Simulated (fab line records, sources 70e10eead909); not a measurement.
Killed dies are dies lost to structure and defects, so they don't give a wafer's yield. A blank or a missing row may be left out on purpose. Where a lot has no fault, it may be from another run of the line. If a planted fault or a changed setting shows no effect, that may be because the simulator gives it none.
Chamber matching | flow nand-harc | rie-diel-12 running NHARC_P_M1_DESCUM_14: 4 sister chambers
The step chemistry O2, time 3 s. 22 wafers are shown with their chamber, then 11 later ones without.

== WAFERS WITH THEIR CHAMBER ==
wafer  | chamber | showerhead-plenum-p-Torr (Torr) | drypump-motor-current-A (A) | oes-product-au (a.u.)
L075.1 | 2       | 1.92                            | 5.4                         | 0.988
L075.2 | 1       | 1.95                            | 5.1                         | 1.001
L075.4 | 3       | 2.01                            | 5.9                         | 0.996
L074.1 | 1       | 1.95                            | 5.1                         | 0.989
L074.3 | 2       | 1.92                            | 5.3                         | 0.979
L074.4 | 0       | 2.03                            | 6.0                         | 1.003
L077.1 | 3       | 2.01                            | 5.9                         | 0.991
L077.3 | 1       | 1.95                            | 5.1                         | 1.006
L077.4 | 3       | 2.01                            | 5.9                         | 0.992
L078.2 | 3       | 2.00                            | 5.9                         | 1.002
L078.3 | 1       | 1.95                            | 5.1                         | 1.002
L078.5 | 0       | 2.03                            | 6.0                         | 1.007
L082.2 | 3       | 2.00                            | 5.9                         | 0.996
L082.3 | 1       | 1.95                            | 5.1                         | 1.002
L082.5 | 1       | 1.95                            | 5.0                         | 1.007
L083.1 | 2       | 1.92                            | 5.3                         | 0.986
L083.3 | 0       | 2.03                            | 6.0                         | 0.989
L083.5 | 3       | 2.00                            | 5.9                         | 0.982
L085.2 | 1       | 1.95                            | 5.1                         | 0.992
L085.3 | 3       | 2.00                            | 5.9                         | 0.998
L085.6 | 1       | 1.95                            | 5.1                         | 1.009
L086.1 | 0       | 2.03                            | 5.9                         | 0.994

SIGNATURES (averages over the wafers above)
reading                  | chamber 0 | chamber 1 | chamber 2 | chamber 3 | scatter within a chamber
showerhead-plenum-p-Torr | 2.0300    | 1.9500    | 1.9200    | 2.0043    | 0.00309
drypump-motor-current-A  | 5.975     | 5.087     | 5.333     | 5.900     | 0.0357
oes-product-au           | 0.99825   | 1.00100   | 0.98433   | 0.99386   | 0.00685
Rule: for each reading, subtract the chamber's mean from the wafer's reading, divide by that reading's scatter and square the result; add these up over the readings and take the root, which gives the wafer's distance from the chamber. The wafer belongs to the nearest chamber; if the next one is less than 2 further off, it can't be placed. The scatter: take each reading less its chamber's mean, square it, sum over the shown wafers, divide by the number of wafers less the number of chambers, and take the root.

== WAFERS MISSING THEIR CHAMBER ==
wafer  | showerhead-plenum-p-Torr (Torr) | drypump-motor-current-A (A) | oes-product-au (a.u.)
L086.5 | 1.91                            | 5.4                         | 0.986
L086.6 | 1.95                            | 5.1                         | 1.001
L087.1 | 1.95                            | 5.1                         | 1.003
L087.2 | 1.91                            | 5.4                         | 0.987
L087.5 | 1.91                            | 5.3                         | 0.993
L092.2 | 1.94                            | 5.1                         | 1.002
L092.4 | 1.91                            | 5.3                         | 1.000
L092.5 | 2.00                            | 5.9                         | 0.983
L096.1 | 2.00                            | 5.9                         | 0.989
L096.3 | 1.91                            | 5.3                         | 0.980
L096.5 | 2.00                            | 5.9                         | 0.994

== WHICH CHAMBER EACH ONE RAN IN ==
wafer  | from the rows above | in truth
L086.5 | 2                   | 2
L086.6 | 1                   | 1
L087.1 | 1                   | 1
L087.2 | 2                   | 2
L087.5 | 2                   | 2
L092.2 | 1                   | 1
L092.4 | 2                   | 2
L092.5 | 3                   | 3
L096.1 | 3                   | 3
L096.3 | 2                   | 2
L096.5 | 3                   | 3
11 of 11 placed correctly. Number that these rows cannot place: 0. 0 placed wrongly.
